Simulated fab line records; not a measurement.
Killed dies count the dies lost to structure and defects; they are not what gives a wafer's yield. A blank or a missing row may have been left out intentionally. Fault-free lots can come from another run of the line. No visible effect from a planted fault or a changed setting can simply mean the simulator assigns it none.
Chamber matching	flow n5-finfet	N5_SD_EPI_N_ETCH_45 on rie-diel-03 has 4 sister chambers
The step etches SiOCN in CH3F/O2, target depth 6 nm. 4 wafers are shown with their chamber, then 11 later ones without.

== WAFERS PAIRED WITH THEIR CHAMBERS ==
wafer	chamber	drypump-motor-current-A (A)
L091.2	3	4.8
L091.3	0	5.5
L091.4	1	6.4
L093.2	2	5.3

== WAFERS WHOSE CHAMBER IS MISSING ==
wafer	drypump-motor-current-A (A)
L093.3	4.8
L093.4	4.8
L094.2	4.8
L094.4	6.5
L094.5	4.8
L095.1	6.4
L095.3	5.3
L095.6	6.5
L097.1	5.3
L097.2	6.5
L097.5	5.5

== WHICH CHAMBER EACH WENT THROUGH ==
wafer	from the rows above	in truth
L093.3	3	3
L093.4	3	3
L094.2	3	3
L094.4	1	1
L094.5	3	3
L095.1	1	1
L095.3	2	2
L095.6	1	1
L097.1	2	2
L097.2	1	1
L097.5	0	0
Placed correctly: 11 of 11. Left unplaced by these rows: 0. Placed wrongly: 0.
How it was worked out, from the rows above alone: a wafer's distance from a chamber is the root of the sum, over the readings, of the square of ((its reading less the chamber's mean) divided by the reading's scatter). If the next closest chamber is less than 2 further off than the closest, the wafer can't be placed; otherwise it belongs to the closest. A chamber's mean is the mean of its shown wafers. The scatter (one wafer shown for each chamber): square how far every hidden wafer sits from the nearest shown wafer, average those squares and take the square root.
